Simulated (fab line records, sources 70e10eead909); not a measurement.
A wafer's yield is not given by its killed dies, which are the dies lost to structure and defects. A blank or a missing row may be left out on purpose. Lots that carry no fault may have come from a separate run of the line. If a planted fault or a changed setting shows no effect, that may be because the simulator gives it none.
Matching of chambers :: flow nand_harc :: NHARC_A_CHANNEL_FILL_D1_ALD_16 on ald_hk-04 has 4 sister chambers
The step deposits SiO2, target thk 1.5 nm, pulse time 10 s, ald cycles 15. 8 wafers are shown with their chamber, then 12 later ones without.

EACH WAFER AND ITS CHAMBER
wafer: L077.4
chamber: 3
heater_power_w (W): 468
precursor_pulse_height_rel: 1.008

wafer: L083.1
chamber: 2
heater_power_w (W): 479
precursor_pulse_height_rel: 1.008

wafer: L083.3
chamber: 0
heater_power_w (W): 489
precursor_pulse_height_rel: 0.995

wafer: L083.5
chamber: 0
heater_power_w (W): 489
precursor_pulse_height_rel: 1.043

wafer: L083.4
chamber: 3
heater_power_w (W): 460
precursor_pulse_height_rel: 0.981

wafer: L084.3
chamber: 2
heater_power_w (W): 483
precursor_pulse_height_rel: 0.990

wafer: L084.4
chamber: 1
heater_power_w (W): 468
precursor_pulse_height_rel: 0.979

wafer: L084.5
chamber: 1
heater_power_w (W): 464
precursor_pulse_height_rel: 0.996

WAFERS WITHOUT THEIR CHAMBER
wafer: L085.2
heater_power_w (W): 487
precursor_pulse_height_rel: 0.968

wafer: L085.4
heater_power_w (W): 464
precursor_pulse_height_rel: 1.003

wafer: L085.6
heater_power_w (W): 469
precursor_pulse_height_rel: 1.024

wafer: L086.3
heater_power_w (W): 480
precursor_pulse_height_rel: 1.030

wafer: L086.5
heater_power_w (W): 468
precursor_pulse_height_rel: 0.996

wafer: L086.6
heater_power_w (W): 482
precursor_pulse_height_rel: 0.990

wafer: L088.1
heater_power_w (W): 488
precursor_pulse_height_rel: 1.006

wafer: L088.5
heater_power_w (W): 464
precursor_pulse_height_rel: 1.009

wafer: L088.6
heater_power_w (W): 502
precursor_pulse_height_rel: 1.028

wafer: L090.2
heater_power_w (W): 477
precursor_pulse_height_rel: 1.016

wafer: L090.3
heater_power_w (W): 480
precursor_pulse_height_rel: 1.013

wafer: L090.4
heater_power_w (W): 485
precursor_pulse_height_rel: 1.020

EACH ONE'S CHAMBER
wafer: L085.2
from the rows above: can't be placed: 2 or 0
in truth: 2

wafer: L085.4
from the rows above: can't be placed: 3 or 1
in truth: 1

wafer: L085.6
from the rows above: can't be placed: 1 or 3 or 2
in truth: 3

wafer: L086.3
from the rows above: can't be placed: 2 or 0
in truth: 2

wafer: L086.5
from the rows above: can't be placed: 1 or 3
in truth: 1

wafer: L086.6
from the rows above: can't be placed: 2 or 0
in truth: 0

wafer: L088.1
from the rows above: can't be placed: 0 or 2
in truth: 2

wafer: L088.5
from the rows above: can't be placed: 3 or 1
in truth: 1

wafer: L088.6
from the rows above: 0
in truth: 0

wafer: L090.2
from the rows above: 2
in truth: 2

wafer: L090.3
from the rows above: can't be placed: 2 or 0
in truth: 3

wafer: L090.4
from the rows above: can't be placed: 0 or 2
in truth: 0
2 of 12 placed correctly. Cannot be placed on the basis of these rows: 10; the candidates contain the true chamber in 9. Placed wrongly: 0.
How it was worked out, from the rows above alone: a wafer's distance from a chamber is the root of the sum, over the readings, of the square of ((its reading less the chamber's mean) divided by the reading's scatter). If the next closest chamber is less than 2 further off than the closest, the wafer can't be placed; otherwise it belongs to the closest. A chamber's mean is the mean of its shown wafers. How the scatter is found: for the shown wafers, subtract from each reading the mean of its chamber, square and add these, divide the total by (wafers less chambers), then take the root.
